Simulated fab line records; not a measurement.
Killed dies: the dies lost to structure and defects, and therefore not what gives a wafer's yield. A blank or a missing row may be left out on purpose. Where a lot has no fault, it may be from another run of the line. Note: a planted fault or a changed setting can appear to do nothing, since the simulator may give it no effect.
The same fault as seen by 3 desks :: flow n5-finfet :: what lay behind the numbers comes last; until then each desk has only its own

METROLOGY DESK
What the gauges read for every lot (on any tool): the sampled wafers with a number, averaged. Any lot whose mean is over 4 standard deviations away from the usual mean is out of limits and marked OUT; that distance is given in the brackets.
Columns: A = cd-nm at N5_BEOL_M6_CD_MEAS_11, usual 38.6 nm; B = M6_OVL at N5_BEOL_M6_OVL_MEAS_12, usual -0.1 nm
lot: L645
first seen here: day 10 01:12
A: 38.7
B: 0.7

lot: L646
first seen here: day 10 05:38
A: 38.5
B: -0.5

lot: L657
first seen here: day 12 07:13
A: 38.6
B: -0.3

lot: L658
first seen here: day 13 04:34
A: 38.7
B: -0.8

lot: L663
first seen here: day 14 04:14
A: 38.7
B: 1.2

lot: L668
first seen here: day 15 03:47
A: 38.4
B: 0.0
This desk's finding: nothing out of limits on any of the 6 lots.

AT THE TOOL OWNER'S DESK: rie-diel-06
The tool's own readings at N5_BEOL_M6_ETCH_62 (etches SOC in N2/H2, target depth 110 nm, overetch 22 nm, time 165 s): means of the sampled wafers that have a number, for each lot that ran on this tool. Any lot whose mean is over 4 standard deviations away from the usual mean is out of limits and marked OUT; that distance is given in the brackets.
Columns: A = chamber-pressure-mTorr at N5_BEOL_M6_ETCH_62, usual 29.999 mTorr; B = drypump-motor-current-A at N5_BEOL_M6_ETCH_62, usual 5.7 A; C = oes-product-au at N5_BEOL_M6_ETCH_62, usual 0.69 a.u.; D = rf-vpp-V at N5_BEOL_M6_ETCH_62, usual 522.7 V; E = showerhead-plenum-p-Torr at N5_BEOL_M6_ETCH_62, usual 2.50 Torr; F = throttle-valve-pct at N5_BEOL_M6_ETCH_62, usual 17.77 %
lot: L645
first seen here: day 10 01:23
A: 30.000
B: 5.6
C: 0.66
D: 522.5
E: 2.51
F: 17.90

lot: L646
first seen here: day 10 06:12
A: 29.989
B: 5.6
C: 0.65
D: 523.4
E: 2.51
F: 17.90

lot: L657
first seen here: day 12 07:23
A: 30.015
B: 5.4
C: 0.68
D: 522.8
E: 2.50
F: 17.86

lot: L658
first seen here: day 13 04:45
A: 29.992
B: 5.6
C: 0.74
D: 522.4
E: 2.49
F: 17.78
This desk's finding: nothing out of limits on any of the 4 lots.

THE DEFECT DESK
Inspection counts along the route, by lot: the mean over sampled wafers that carry a number. Any lot whose mean is over 4 standard deviations away from the usual mean is out of limits and marked OUT; that distance is given in the brackets.
Columns: A = raw-defect-count at N5_BEOL_M6_INSPECT_13, usual 405
lot: L645
first seen here: day 10 01:16
A: 409

lot: L646
first seen here: day 10 05:42
A: 483

lot: L657
first seen here: day 12 07:16
A: 409

lot: L658
first seen here: day 13 04:37
A: 373

lot: L663
first seen here: day 14 04:18
A: 375

lot: L668
first seen here: day 15 03:50
A: 523
This desk's finding: nothing out of limits on any of the 6 lots.

TAKEN TOGETHER
From the metrology desk's view, nothing was out of limits.
The tool owner's desk saw nothing out of limits.
The defect desk saw nothing out of limits.

WHAT WAS PUT IN BY THE SIMULATOR
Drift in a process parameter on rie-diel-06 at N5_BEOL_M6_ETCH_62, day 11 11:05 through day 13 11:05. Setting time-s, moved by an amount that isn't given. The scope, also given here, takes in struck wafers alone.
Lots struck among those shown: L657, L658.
